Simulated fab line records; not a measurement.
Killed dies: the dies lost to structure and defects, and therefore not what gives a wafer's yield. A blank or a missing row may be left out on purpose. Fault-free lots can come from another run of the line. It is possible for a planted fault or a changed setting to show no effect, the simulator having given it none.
fab line records	flow nand_harc
[record] lots = 24	wafers = 72	last_day = 25
route steps=1159 shown A_STAIRCASE@666 A_SGD_CUT@747
lots with no fault: from the same line, run without faults
start_h: the number of hours between the record's first day and the start of the first shown wafer of the lot	wait_h: hours from the lot's prior step to this one	" repeats the value in the row above	L1.1+2: a row that stands for several wafers	- either no value or no given start	* or withheld: withheld	< > ~ a bound
route shown NAME@n: names a module that has steps shown in the file, with the first one's number in the route	usual: average and standard deviation across the fault-free wafers	same: alike in all rows	chamber/n: place in a boat	sites: each site's reading	_std_site: standard deviation of those values	_edge_site: outer sites' mean less inner sites'	radius_mm: how far each site lies from the wafer's centre	mask NAME#n: copy n	behind: tool/chamber where the wafer was last shaped	hold: reason for holding the lot/hours on hold/outcome of the hold	device: transistor that didn't switch, given as n, p or np	end of line: the same wafers' tests at the end of the route	a step given without rows: its recipe and nothing more	killed: dies that structure and defects cost at the first sort, which is not the same as the wafer's yield	map: shows each die of a wafer: x if killed, . if not, _ if none is there
set.NAME: the setting as run; set.NAME@STEP: as run at that earlier step	model.NAME: the simulator's own value behind a step, which no gauge read
one table for each step of the route and one row for each wafer, over a sample of lots
services: the hour from which a tool's chamber was out of use, counted from the record's first day as start_h (under 0 if before that day), plus the number of hours and why
[[steps]]
[step NHARC_A_STAIRCASE_HM_OPEN_460]
[recipe] o2_flow_sccm = 400	cos_flow_sccm = 20	ar_flow_sccm = 0	rf_w = 500	bias_w = 300	chemistry = O2/COS
[usual] chamber_pressure_mTorr = 19.999/0.019	drypump_motor_current_A = 5.8/0.33	mfc_ar_sccm = 0.004/0.0061	o2_flow_sccm = 400.1/1	oes_product_au = 0.996/0.0086	rf_fwd_power_W = 498.9/1.5	rf_vpp_V = 467.2/2.4	showerhead_plenum_p_Torr = 3.12/0.11	throttle_valve_pct = 28.329/0.0092
lot.wafer	tool	chamber	start_h	wait_h	chamber_pressure_mTorr	drypump_motor_current_A	mfc_ar_sccm	o2_flow_sccm	oes_product_au	rf_fwd_power_W	rf_hours_counter_h	rf_vpp_V	showerhead_plenum_p_Torr	throttle_valve_pct
L075.1	rie_diel-13	0	-	-	19.992	5.5	0.014	400.0	0.979	498.7	53	464.0	2.99	28.334
L075.3	"	3	"	"	20.013	5.6	0	400.4	1.005	500.1	56	465.2	3.06	28.345
L075.5	"	1	"	"	19.987	5.2	0.002	399.7	1.003	501.0	-	466.8	3.06	28.322
L074.1	rie_diel-04	2	-	-	20.030	5.4	0	400.6	0.997	496.9	51	464.4	2.98	28.325
L074.3	"	0	"	"	20.004	6.1	0	398.4	0.994	499.9	50	467.3	3.16	28.328
L074.2	"	1	"	"	19.971	5.5	0.015	399.9	0.992	496.6	49	470.6	3.29	28.332
L076.2	rie_diel-13	2	-	-	19.976	5.6	0	400.2	0.998	499.3	58	469.6	3.24	28.345
L076.4	"	3	"	"	19.974	5.6	0	401.3	0.997	498.5	-	466.4	3.05	28.319
L076.6	"	2	"	"	19.972	5.6	0	400.6	0.992	496.6	-	468.7	3.24	28.329
L077.2	rie_diel-13	3	-	-	20.000	5.6	0	400.0	1.002	500.3	60	465.9	3.05	28.329
L077.5	"	3	"	"	19.973	5.6	0	400.2	1.015	499.8	-	467.4	3.05	28.327
L077.4	"	2	"	"	19.988	5.7	0	400.7	1.005	500.7	-	469.4	3.24	28.320
L078.4	rie_diel-04	0	-	-	19.994	6.1	0	399.8	0.997	499.1	58	468.8	3.15	28.327
L078.2	"	2	"	"	19.992	5.4	0	400.0	0.989	498.0	59	465.9	2.98	28.321
L078.5	"	0	"	"	19.980	6.1	0	401.0	0.995	498.4	-	466.8	3.15	28.351
L081.1	rie_diel-13	1	-	-	19.990	5.2	0.002	400.8	1.004	497.1	4	466.0	3.06	28.313
L081.3	"	3	"	"	19.986	5.6	0	399.1	0.995	498.7	3	465.3	3.05	28.324
L081.5	"	2	"	"	20.001	5.6	0	400.6	0.998	500.2	-	468.9	3.23	28.346
L080.1	rie_diel-08	1	-	-	19.983	6.3	0	398.8	0.994	497.7	69	465.5	2.95	28.336
L080.6	"	3	"	"	19.968	5.8	0	399.2	0.996	501.2	-	466.9	3.07	28.314
L080.5	"	0	"	"	19.992	6.3	0	401.1	0.988	500.6	-	468.3	3.14	28.331
L084.1	rie_diel-04	1	-	-	20.015	5.5	0.015	397.7	0.993	498.7	1	472.0	3.28	28.335
L084.2	"	0	"	"	19.990	6.1	0	399.9	0.980	498.6	1	468.2	3.15	28.325
L084.5	"	2	"	"	19.995	5.4	0	397.1	0.992	497.3	-	463.3	2.98	28.337
L082.2	rie_diel-04	1	-	-	20.019	5.5	0.015	403.5	0.988	498.1	2	471.3	3.28	28.329
L082.4	"	2	"	"	20.016	5.4	0	400.3	0.992	496.8	2	463.7	2.98	28.314
L082.5	"	3	"	"	20.004	6.1	0.007	400.2	0.988	498.7	-	469.6	3.24	28.314
L083.1	rie_diel-04	1	-	-	19.994	5.5	0.015	401.1	1.001	494.4	4	470.8	3.28	28.339
L083.4	"	2	"	"	20.001	5.4	0	399.2	1.000	496.9	3	463.2	2.97	28.322
L083.6	"	0	"	"	20.011	6.1	0	399.4	0.974	498.0	-	468.5	3.15	28.328
L079.1	rie_diel-13	3	-	-	20.017	5.6	0	400.2	0.990	498.5	11	466.4	3.05	28.348
L079.2	"	0	"	"	20.011	5.5	0.014	401.3	0.985	498.9	11	464.2	2.98	28.324
L079.6	"	2	"	"	20.008	5.6	0	401.3	0.999	499.0	-	467.9	3.23	28.343
L088.3	rie_diel-08	0	-	-	20.011	6.3	0	400.3	0.991	500.1	5	469.0	3.14	28.322
L088.1	"	1	"	"	19.938	6.3	0	398.9	0.999	500.8	5	463.8	2.95	28.332
L088.4	"	0	"	"	20.023	6.3	0	399.7	0.993	499.8	-	467.0	3.14	28.327
L086.4	rie_diel-04	3	-	-	19.980	6.1	0.007	399.9	0.985	497.3	11	470.8	3.23	28.328
L086.2	"	0	"	"	19.989	6.1	0	401.2	0.988	497.5	12	467.8	3.14	28.339
L086.1	"	1	"	"	20.030	5.5	0.015	400.7	1.009	499.1	13	469.6	3.27	28.315
L087.2	rie_diel-04	0	-	-	20.022	6.1	0	401.3	0.990	499.8	13	466.8	3.14	28.323
L087.3	"	1	"	"	20.009	5.5	0.015	399.6	1.010	501.1	14	469.6	3.27	28.333
L087.4	"	3	"	"	19.992	6.1	0.007	398.5	0.988	499.9	12	470.2	3.23	28.321
L085.3	rie_diel-13	3	-	-	20.012	5.6	0	401.0	0.989	500.4	21	466.0	3.04	28.331
L085.1	"	0	"	"	20.008	5.5	0.014	399.0	0.987	498.0	20	465.4	2.97	28.318
L085.6	"	3	"	"	19.968	5.6	0	400.7	0.990	500.3	-	464.8	3.04	28.339
L089.2	rie_diel-08	3	-	-	19.993	5.8	0	402.4	1.001	499.7	12	465.3	3.06	28.329
L089.4	"	1	"	"	19.986	6.3	0	400.5	1.003	498.2	12	462.9	2.94	28.326
L089.5	"	3	"	"	20.002	5.8	0	400.6	1.007	499.5	-	466.6	3.07	28.327
L091.1	rie_diel-04	2	-	-	19.975	5.4	0	400.7	0.995	498.8	19	463.9	2.97	28.338
L091.4	"	0	"	"	20.033	6.1	0	399.3	0.988	498.6	19	467.1	3.14	28.335
L091.5	"	3	"	"	19.991	6.1	0.007	400.9	0.996	494.2	-	468.6	3.23	28.318
L090.2	rie_diel-08	1	-	-	19.985	6.2	0	400.4	1.018	500.5	15	462.7	2.94	28.329
L090.4	"	2	"	"	20.018	5.6	0.016	402.4	1.008	494.5	6	469.2	3.18	28.321
L090.5	"	2	"	"	20.000	5.6	0.016	402.7	0.998	496.7	-	468.8	3.18	28.343
L092.1	rie_diel-04	3	-	-	20.027	6.0	0.007	399.4	0.986	499.0	21	469.4	3.23	28.329
L092.3	"	0	"	"	19.998	6.1	0	400.1	0.988	498.0	22	468.4	3.14	28.339
L092.5	"	0	"	"	19.984	6.1	0	400.5	0.984	497.3	-	466.0	3.14	28.318
L093.1	rie_diel-04	1	-	-	20.031	5.5	0.015	399.8	0.995	497.6	25	469.7	3.27	28.330
L093.4	"	2	"	"	19.994	5.4	0	398.3	0.999	498.7	24	464.8	2.96	28.340
L093.3	"	0	"	"	19.977	6.1	0	401.3	0.997	497.6	22	466.0	3.14	28.337
L095.4	rie_diel-04	2	-	-	20.003	5.4	0	399.1	1.000	500.5	28	463.9	2.96	28.328
L095.2	"	3	"	"	19.999	6.1	0.007	401.1	0.987	501.0	24	469.0	3.23	28.331
L095.6	"	1	"	"	19.993	5.5	0.015	400.8	0.992	499.8	-	470.6	3.27	28.329
L094.2	rie_diel-08	0	-	-	19.979	6.3	0	400.4	0.997	501.8	23	469.6	3.13	28.328
L094.1	"	2	"	"	20.010	5.6	0.016	400.9	1.009	497.1	15	467.7	3.18	28.329
L094.5	"	0	"	"	19.989	6.3	0	401.1	0.994	501.3	-	466.4	3.13	28.349
L096.1	rie_diel-04	0	-	-	20.020	6.1	0	399.0	0.978	498.4	31	466.8	3.14	28.327
L096.2	"	1	"	"	19.977	5.5	0.015	399.7	0.996	497.0	35	471.0	3.26	28.317
L096.3	"	2	"	"	19.993	5.4	0	399.7	1.006	497.8	34	464.6	2.96	28.325
L097.2	rie_diel-13	0	-	-	20.018	5.5	0.014	398.1	1.005	498.0	47	463.9	2.96	28.326
L097.4	"	1	"	"	20.007	5.2	0.002	399.5	0.994	498.7	45	466.4	3.04	28.328
L097.6	"	0	"	"	19.991	5.4	0.014	400.5	1.000	497.9	-	464.8	2.96	28.334
[step NHARC_A_STAIRCASE_CMP_450]
[recipe] target_thk_nm = 200	material = SiO2
[usual] motor_current_A = 12.2/1.2	slurry_flow_ml_min = 150.0/0.43
lot.wafer	tool	chamber	start_h	wait_h	motor_current_A	slurry_flow_ml_min
L074.3	cmp-04	2	313.53	-	14.1	149.7
L074.1	"	3	"	"	11.7	150.2
L074.2	"	1	"	"	11.4	149.9
L075.1	cmp-02	2	315.02	-	13.9	149.9
L075.3	"	0	"	"	11.7	150.2
L075.5	"	1	"	"	10.3	149.9
L076.2	cmp-01	2	319.38	-	11.1	149.8
L076.4	"	1	"	"	11.7	149.2
L076.6	"	3	"	"	13.5	149.9
L077.2	cmp-01	1	326.37	-	11.8	150.4
L077.4	"	2	"	"	11.4	149.8
L077.5	"	0	"	"	11.3	149.2
L078.2	cmp-04	0	332.20	-	11.6	149.8
L078.4	"	1	"	"	11.3	150.3
L078.5	"	2	"	"	14.4	150.0
L081.3	cmp-02	1	350.96	-	10.7	149.6
L081.1	"	2	"	"	14.2	150.3
L081.5	"	0	"	"	11.5	149.7
L080.1	cmp-02	1	351.16	-	11.1	149.7
L080.6	"	2	"	"	13.9	150.2
L080.5	"	3	"	"	11.6	149.8
L084.2	cmp-04	2	360.82	-	14.1	149.9
L084.1	"	0	"	"	10.8	149.7
L084.5	"	2	"	"	15.1	150.2
L082.4	cmp-02	3	361.13	-	10.8	149.5
L082.2	"	0	"	"	11.4	150.2
L082.5	"	1	"	"	11.1	149.8
L083.4	cmp-01	2	361.42	-	11.0	150.2
L083.1	"	3	"	"	13.1	150.1
L083.6	"	0	"	"	12.1	149.9
L079.1	cmp-02	3	363.47	-	11.9	149.9
L079.2	"	1	"	"	10.7	150.4
L079.6	"	0	"	"	10.9	149.7
L086.4	cmp-04	2	371.85	-	13.7	149.4
L086.1	"	3	"	"	12.0	150.3
L086.2	"	0	"	"	11.3	150.5
L088.4	cmp-01	3	372.33	-	14.1	149.8
L088.3	"	1	"	"	11.1	150.6
L088.1	"	2	"	"	11.7	150.3
L087.4	cmp-02	0	381.68	-	11.3	149.8
L087.2	"	1	"	"	11.5	150.9
L087.3	"	2	"	"	14.8	149.0
L085.1	cmp-04	3	381.73	-	11.7	149.9
L085.3	"	1	"	"	12.5	149.9
L085.6	"	2	"	"	14.4	149.8
L089.2	cmp-04	2	395.66	-	13.8	150.7
L089.4	"	3	"	"	12.1	149.9
L089.5	"	1	"	"	12.0	150.3
L091.4	cmp-01	1	402.80	-	11.0	150.3
L091.1	"	3	"	"	13.3	150.4
L091.5	"	1	"	"	11.5	150.0
L090.4	cmp-02	2	403.08	-	13.9	150.7
L090.2	"	3	"	"	11.2	150.0
L090.5	"	2	"	"	14.3	150.4
L092.3	cmp-02	3	407.67	-	11.2	150.0
L092.1	"	2	"	"	14.2	150.7
L092.5	"	3	"	"	11.0	149.7
L093.1	cmp-02	3	414.13	-	10.9	150.4
L093.3	"	0	"	"	10.9	149.9
L093.4	"	1	"	"	10.9	149.5
L095.4	cmp-04	2	418.38	-	14.0	150.5
L095.2	"	0	"	"	11.3	150.8
L095.6	"	2	"	"	14.0	149.6
L094.1	cmp-02	0	418.93	-	11.6	149.7
L094.2	"	2	"	"	14.3	150.7
L094.5	"	3	"	"	11.5	149.3
L096.2	cmp-01	0	439.00	-	12.2	150.2
L096.3	"	2	"	"	11.6	149.4
L096.1	"	3	"	"	13.1	150.0
L097.4	cmp-04	1	453.24	-	13.1	149.3
L097.2	"	3	"	"	12.4	150.3
L097.6	"	1	"	"	12.9	150.2
[step NHARC_A_STAIRCASE_CMP_152]
[usual] motor_current_A = 12.2/1.2	slurry_flow_ml_min = 150.1/0.45
lot.wafer	tool	chamber	start_h	wait_h	motor_current_A	slurry_flow_ml_min
L074.3	cmp-04	2	313.60	0.1	14.0	150.6
L074.1	"	3	"	"	12.0	150.5
L074.2	"	1	"	"	12.8	150.9
L075.1	cmp-02	2	315.09	0.1	14.5	150.4
L075.3	"	0	"	"	11.8	150.1
L075.5	"	1	"	"	11.2	150.1
L076.2	cmp-01	2	319.46	0.1	11.7	150.2
L076.4	"	1	"	"	11.4	150.4
L076.6	"	3	"	"	13.1	149.8
L077.2	cmp-01	1	326.44	0.1	11.7	150.5
L077.4	"	2	"	"	11.0	150.6
L077.5	"	0	"	"	11.7	149.8
L078.2	cmp-04	0	332.28	0.1	11.2	150.0
L078.4	"	1	"	"	12.3	150.0
L078.5	"	2	"	"	14.2	150.2
L081.3	cmp-02	1	351.03	0.1	11.1	149.9
L081.1	"	2	"	"	13.8	149.9
L081.5	"	0	"	"	12.2	150.3
L080.1	cmp-02	1	351.24	0.1	10.8	150.3
L080.6	"	2	"	"	14.0	150.0
L080.5	"	3	"	"	12.0	149.6
L084.2	cmp-04	2	360.89	0.1	14.8	150.6
L084.1	"	0	"	"	11.3	150.3
L084.5	"	2	"	"	14.3	149.8
L082.4	cmp-02	3	361.20	0.1	11.9	150.9
L082.2	"	0	"	"	11.8	149.6
L082.5	"	1	"	"	11.8	150.3
L083.4	cmp-01	2	361.49	0.1	10.5	149.7
L083.1	"	3	"	"	13.0	149.5
L083.6	"	0	"	"	12.0	149.5
L079.1	cmp-02	3	363.54	0.1	11.5	149.7
L079.2	"	1	"	"	11.6	149.7
L079.6	"	0	"	"	12.1	149.3
L086.4	cmp-04	2	371.93	0.1	15.3	150.8
L086.1	"	3	"	"	12.3	150.0
L086.2	"	0	"	"	11.1	149.8
L088.4	cmp-01	3	372.40	0.1	12.7	149.3
L088.3	"	1	"	"	11.5	149.3
L088.1	"	2	"	"	11.7	149.3
L087.4	cmp-02	0	381.76	0.1	12.0	151.2
L087.2	"	1	"	"	11.1	149.7
L087.3	"	2	"	"	14.7	149.9
L085.1	cmp-04	3	381.81	0.1	12.2	150.4
L085.3	"	1	"	"	11.8	150.6
L085.6	"	2	"	"	14.5	149.8
L089.2	cmp-04	2	395.73	0.1	13.4	149.6
L089.4	"	3	"	"	12.2	150.3
L089.5	"	1	"	"	12.5	149.7
L091.4	cmp-01	1	402.87	0.1	11.3	149.2
L091.1	"	3	"	"	13.4	149.3
L091.5	"	1	"	"	11.5	150.6
L090.4	cmp-02	2	403.15	0.1	14.6	150.2
L090.2	"	3	"	"	10.1	150.4
L090.5	"	2	"	"	13.9	149.9
L092.3	cmp-02	3	407.74	0.1	11.2	150.6
L092.1	"	2	"	"	14.9	150.1
L092.5	"	3	"	"	11.6	149.9
L093.1	cmp-02	3	414.20	0.1	10.9	150.2
L093.3	"	0	"	"	10.9	150.3
L093.4	"	1	"	"	11.1	150.5
L095.4	cmp-04	2	418.46	0.1	14.0	149.9
L095.2	"	0	"	"	11.1	149.1
L095.6	"	2	"	"	14.1	150.3
L094.1	cmp-02	0	419.00	0.1	11.1	149.5
L094.2	"	2	"	"	14.2	150.7
L094.5	"	3	"	"	11.2	149.8
L096.2	cmp-01	0	439.07	0.1	11.9	150.0
L096.3	"	2	"	"	11.5	150.9
L096.1	"	3	"	"	12.7	150.3
L097.4	cmp-04	1	453.32	0.1	12.2	149.8
L097.2	"	3	"	"	12.5	150.0
L097.6	"	1	"	"	12.4	149.9
[step NHARC_A_STAIRCASE_DEP_471]
[recipe] target_thk_a = 1000	temp_c = 400	pressure_torr = 6.5	rf_w = 900	teos_flow_sccm = 161.4	flow_sccm = 2650	target_thk_nm = 100	gas = O2	material = SiO2
[usual] heater_power_w = 574/110	rf_fwd_power_W = 896.5/2.9	throttle_valve_pct = 15.8/0.38
lot.wafer	tool	chamber	start_h	wait_h	heater_power_w	rf_fwd_power_W	since_wet_clean_h	throttle_valve_pct
L074.1	pecvd-02	1	314.77	-	778	897.8	149	16.6
L074.3	"	2	"	"	334	897.3	149	15.7
L074.2	"	0	"	"	640	900.1	149	15.9
L075.1	pecvd-04	0	316.26	-	471	894.9	108	16.0
L075.3	"	1	"	"	617	894.7	108	15.4
L075.5	"	0	"	"	331	897.2	-	16.1
L076.2	pecvd-01	0	320.67	-	512	902.1	70	15.7
L076.4	"	2	"	"	601	890.7	-	15.3
L076.6	"	1	"	"	610	901.3	-	16.1
L077.2	pecvd-01	1	327.58	-	688	895.2	77	15.9
L077.4	"	0	"	"	552	896.1	-	15.6
L077.5	"	1	"	"	696	898.0	-	16.5
L078.2	pecvd-02	2	333.97	-	391	891.3	168	15.9
L078.4	"	0	"	"	575	898.5	-	16.1
L078.5	"	1	"	"	691	893.3	-	17.0
L081.1	pecvd-02	2	352.25	-	429	890.5	5	15.4
L081.3	"	1	"	"	601	895.0	5	16.2
L081.5	"	1	"	"	592	898.1	-	16.2
L080.1	pecvd-02	0	352.46	-	580	895.0	5	15.9
L080.6	"	2	"	"	434	893.3	-	15.8
L080.5	"	1	"	"	683	897.5	-	16.4
L084.2	pecvd-02	0	361.99	-	607	899.3	15	15.5
L084.1	"	2	"	"	445	895.3	15	15.8
L084.5	"	1	"	"	614	894.9	-	16.2
L082.2	pecvd-01	0	362.32	-	435	897.2	111	15.5
L082.5	"	0	"	"	440	901.3	-	15.5
L082.4	"	1	"	"	735	894.9	-	16.2
L083.1	pecvd-02	0	362.60	-	556	899.3	15	15.6
L083.6	"	2	"	"	360	896.2	-	15.6
L083.4	"	0	"	"	560	896.5	-	15.6
L079.2	pecvd-02	2	364.64	-	357	894.4	17	15.8
L079.1	"	1	"	"	686	896.6	18	16.3
L079.6	"	0	"	"	645	897.5	-	15.9
L086.1	pecvd-01	1	373.06	-	645	898.2	122	16.1
L086.2	"	2	"	"	712	901.4	122	15.5
L086.4	"	0	"	"	518	889.8	-	15.3
L088.3	pecvd-04	2	373.56	-	662	891.2	165	15.9
L088.1	"	0	"	"	456	901.5	165	16.2
L088.4	"	1	"	"	674	896.7	-	15.6
L087.3	pecvd-02	1	382.85	-	559	896.2	36	16.3
L087.2	"	2	"	"	367	892.2	36	15.6
L087.4	"	2	"	"	381	894.9	-	15.8
L085.1	pecvd-01	1	382.90	-	740	900.7	132	16.1
L085.3	"	0	"	"	505	896.9	132	15.8
L085.6	"	2	"	"	623	900.9	-	15.5
L089.2	pecvd-02	0	396.80	-	546	893.6	50	15.8
L089.4	"	1	"	"	705	894.0	-	16.4
L089.5	"	2	"	"	413	900.2	-	15.7
L091.1	pecvd-01	1	404.02	-	739	897.6	153	16.4
L091.4	"	0	"	"	505	896.8	-	15.6
L091.5	"	1	"	"	757	898.8	-	16.2
L090.2	pecvd-02	1	404.24	-	694	895.1	57	16.4
L090.4	"	1	"	"	542	895.5	-	16.4
L090.5	"	2	"	"	421	890.7	-	15.5
L092.3	pecvd-01	0	409.26	-	478	896.7	158	15.7
L092.1	"	2	"	"	688	895.7	158	15.3
L092.5	"	0	"	"	486	897.0	-	15.5
L093.3	pecvd-01	2	415.31	-	700	900.6	164	15.8
L093.1	"	1	"	"	633	894.1	165	16.3
L093.4	"	0	"	"	538	898.1	-	15.8
L095.2	pecvd-02	0	419.59	-	618	896.7	72	15.5
L095.4	"	2	"	"	393	892.2	-	15.9
L095.6	"	0	"	"	644	899.4	-	15.5
L094.2	pecvd-04	2	420.09	-	590	893.6	31	14.9
L094.1	"	1	"	"	624	894.9	31	15.4
L094.5	"	2	"	"	619	892.5	-	14.9
L096.1	pecvd-02	0	440.19	-	559	900.0	93	16.0
L096.3	"	1	"	"	616	900.1	93	16.3
L096.2	"	2	"	"	421	897.9	93	15.9
L097.2	pecvd-01	2	455.90	-	658	899.9	24	15.4
L097.6	"	0	"	"	431	898.4	-	15.6
L097.4	"	1	"	"	683	898.2	-	16.0
[step NHARC_A_STAIRCASE_CMP_472]
[recipe] material = SiO2
[usual] motor_current_A = 12.1/1	slurry_flow_ml_min = 150.1/0.45
lot.wafer	tool	chamber	start_h	wait_h	motor_current_A	slurry_flow_ml_min
L074.1	cmp-01	3	315.05	0.2	12.9	149.5
L074.2	"	0	"	"	11.9	150.4
L074.3	"	2	"	"	11.1	150.2
L075.1	cmp-04	0	316.53	0.2	10.8	151.0
L075.3	"	2	"	"	14.3	150.4
L075.5	"	0	"	"	11.1	150.1
L076.4	cmp-01	0	320.91	0.2	11.5	150.1
L076.2	"	2	"	"	11.1	149.8
L076.6	"	0	"	"	11.8	149.8
L077.2	cmp-01	2	328.00	0.4	11.3	149.3
L077.4	"	0	"	"	12.3	150.1
L077.5	"	2	"	"	11.2	150.1
L078.4	cmp-01	1	334.21	0.2	11.7	150.5
L078.2	"	2	"	"	11.6	149.9
L078.5	"	0	"	"	10.9	150.1
L081.3	cmp-01	1	352.55	0.2	11.9	150.3
L081.1	"	2	"	"	11.3	150.2
L081.5	"	0	"	"	11.7	150.0
L080.1	cmp-01	0	352.70	0.2	11.7	150.1
L080.6	"	0	"	"	12.0	150.2
L080.5	"	1	"	"	11.5	150.6
L084.1	cmp-04	3	362.29	0.2	11.6	150.5
L084.2	"	1	"	"	12.3	149.2
L084.5	"	2	"	"	13.6	149.0
L082.2	cmp-02	3	362.59	0.2	11.1	149.4
L082.4	"	1	"	"	10.5	149.7
L082.5	"	2	"	"	14.3	150.4
L083.4	cmp-01	3	362.84	0.1	13.0	149.7
L083.1	"	1	"	"	12.0	150.4
L083.6	"	3	"	"	13.5	149.2
L079.2	cmp-01	1	364.94	0.3	11.3	150.5
L079.1	"	3	"	"	13.1	149.9
L079.6	"	0	"	"	11.3	150.1
L086.2	cmp-02	2	373.33	0.2	14.0	150.2
L086.1	"	3	"	"	11.0	149.9
L086.4	"	1	"	"	10.8	150.3
L088.3	cmp-01	2	373.80	0.2	11.5	150.3
L088.4	"	3	"	"	12.6	150.4
L088.1	"	0	"	"	11.8	150.1
L087.3	cmp-02	2	383.12	0.2	13.4	150.1
L087.4	"	3	"	"	11.2	149.8
L087.2	"	1	"	"	10.7	149.7
L085.1	cmp-01	0	383.23	0.3	11.0	150.7
L085.3	"	2	"	"	11.8	149.8
L085.6	"	0	"	"	12.1	149.7
L089.4	cmp-02	1	397.07	0.1	11.3	150.0
L089.2	"	0	"	"	11.1	150.6
L089.5	"	2	"	"	13.8	149.5
L091.4	cmp-04	3	404.29	0.2	11.6	150.4
L091.1	"	0	"	"	11.3	150.5
L091.5	"	1	"	"	12.1	150.3
L090.4	cmp-01	3	404.56	0.2	13.8	150.1
L090.2	"	0	"	"	12.1	150.6
L090.5	"	2	"	"	11.6	149.1
L092.1	cmp-01	3	409.56	0.2	13.5	149.9
L092.3	"	0	"	"	11.7	150.4
L092.5	"	2	"	"	11.4	149.8
L093.3	cmp-02	3	415.61	0.3	11.3	150.7
L093.1	"	0	"	"	12.4	149.7
L093.4	"	1	"	"	10.8	150.0
L095.4	cmp-01	0	419.83	0.2	11.7	150.5
L095.2	"	2	"	"	11.6	150.6
L095.6	"	1	"	"	11.6	149.4
L094.2	cmp-02	3	420.36	0.2	11.1	150.5
L094.1	"	0	"	"	11.8	149.4
L094.5	"	0	"	"	11.2	150.2
L096.3	cmp-02	3	440.49	0.2	11.6	150.0
L096.2	"	0	"	"	11.7	149.8
L096.1	"	1	"	"	11.3	149.9
L097.2	cmp-04	3	456.11	0.2	11.9	149.7
L097.4	"	0	"	"	11.5	150.8
L097.6	"	3	"	"	11.5	149.9
[step NHARC_A_SGD_CUT_DEP_00]
[recipe] target_thk_a = 500	temp_c = 400	target_thk_nm = 50	flow_sccm = 200	rf_w = 450	material = SiNx
[usual] heater_power_w = 749/120	rf_fwd_power_W = 448.2/1.5
lot.wafer	tool	chamber	start_h	wait_h	heater_power_w	rf_fwd_power_W	since_wet_clean_h
L074.1	pecvd-01	0	315.46	0.1	609	448.4	65
L074.2	"	1	"	"	824	449.2	65
L074.3	"	2	"	"	812	449.1	65
L075.1	pecvd-04	2	316.92	0.1	672	447.6	109
L075.3	"	0	"	"	624	447.6	109
L075.5	"	1	"	"	807	448.1	-
L076.2	pecvd-01	2	321.33	0.1	794	448.1	70
L076.4	"	2	"	"	835	446.9	-
L076.6	"	0	"	"	647	449.6	-
L077.2	pecvd-03	1	328.43	0.1	701	451.6	23
L077.4	"	0	"	"	990	449.6	-
L077.5	"	1	"	"	674	449.5	-
L078.2	pecvd-01	1	334.59	0.1	873	448.1	84
L078.5	"	2	"	"	743	448.3	-
L078.4	"	0	"	"	621	447.1	-
L081.1	pecvd-03	0	352.94	0.1	981	450.1	48
L081.3	"	2	"	"	746	450.0	48
L081.5	"	2	"	"	766	448.7	-
L080.1	pecvd-03	1	353.20	0.1	690	448.0	48
L080.5	"	0	"	"	879	447.8	-
L080.6	"	1	"	"	671	448.3	-
L084.1	pecvd-03	0	362.68	0.1	1018	450.7	58
L084.2	"	2	"	"	653	447.6	58
L084.5	"	1	"	"	758	447.6	-
L082.2	pecvd-01	1	363.16	0.3	866	448.9	112
L082.4	"	1	"	"	870	449.9	-
L082.5	"	0	"	"	651	450.9	-
L083.1	pecvd-04	2	363.25	0.1	771	449.5	155
L083.6	"	0	"	"	617	448.5	-
L083.4	"	1	"	"	757	447.3	-
L079.1	pecvd-03	2	365.33	0.1	630	447.3	60
L079.2	"	0	"	"	973	446.9	60
L079.6	"	2	"	"	628	446.6	-
L086.2	pecvd-03	1	373.78	0.1	651	448.8	69
L086.1	"	2	"	"	653	446.8	69
L086.4	"	2	"	"	692	446.3	-
L088.3	pecvd-04	0	374.24	0.1	620	450.3	166
L088.1	"	2	"	"	791	446.0	166
L088.4	"	0	"	"	589	448.9	-
L087.2	pecvd-03	2	383.53	0.1	706	448.9	79
L087.3	"	0	"	"	841	448.8	79
L087.4	"	2	"	"	691	447.5	-
L085.1	pecvd-01	0	383.61	0.1	599	446.8	133
L085.3	"	1	"	"	790	446.6	133
L085.6	"	2	"	"	745	448.3	-
L089.2	pecvd-04	0	397.48	0.1	512	446.8	8
L089.5	"	0	"	"	529	446.2	-
L089.4	"	1	"	"	662	446.9	-
L091.1	pecvd-03	1	404.65	0.1	618	447.3	100
L091.5	"	2	"	"	697	447.7	-
L091.4	"	0	"	"	968	450.2	-
L090.2	pecvd-01	1	404.95	0.1	867	448.4	154
L090.5	"	0	"	"	678	449.3	-
L090.4	"	2	"	"	768	448.3	-
L092.3	pecvd-04	0	409.95	0.1	514	445.3	21
L092.1	"	2	"	"	810	448.4	21
L092.5	"	0	"	"	546	450.5	-
L093.1	pecvd-03	2	415.99	0.1	732	448.0	111
L093.3	"	1	"	"	620	447.4	111
L093.4	"	1	"	"	619	448.9	-
L095.2	pecvd-03	2	420.24	0.1	703	447.6	115
L095.6	"	2	"	"	713	448.6	-
L095.4	"	0	"	"	864	447.1	-
L094.1	pecvd-04	0	420.80	0.1	540	446.8	32
L094.2	"	2	"	"	740	446.1	32
L094.5	"	0	"	"	561	446.1	-
L096.3	pecvd-03	0	440.87	0.1	958	448.6	136
L096.1	"	1	"	"	733	450.4	136
L096.2	"	2	"	"	740	449.4	136
L097.2	pecvd-03	2	456.58	0.1	611	445.1	152
L097.4	"	1	"	"	645	447.3	-
L097.6	"	2	"	"	620	445.4	-
[[services]]
tool	chamber	start_h	hours	kind
pecvd-01	-	237.88	13.0	pm
cmp-02	-	242.45	0.5	repair
cmp-02	-	255.24	1.2	repair
rie_diel-13	1	268.75	6.3	repair
cmp-01	-	277.74	4.0	pm
rie_diel-04	-	289.96	9.0	pm
pecvd-03	-	292.00	13.0	pm
cmp-04	-	301.17	4.0	pm
cmp-01	-	301.52	4.2	repair
cmp-02	-	324.51	4.0	pm
pecvd-02	-	334.20	13.0	pm
pecvd-03	-	340.29	0.4	repair
pecvd-04	-	342.71	1.5	repair
cmp-04	-	351.12	0.4	repair
cmp-02	-	352.57	2.3	repair
pecvd-04	-	355.18	0.6	repair
cmp-02	-	364.54	3.8	repair
cmp-01	-	375.74	4.0	pm
pecvd-04	-	376.12	13.0	pm
cmp-02	-	394.89	0.8	repair
cmp-04	-	399.17	4.0	pm
pecvd-01	-	418.88	13.0	pm
cmp-02	-	422.63	4.0	pm
cmp-04	-	431.47	1.5	repair
[[key]]
fault none
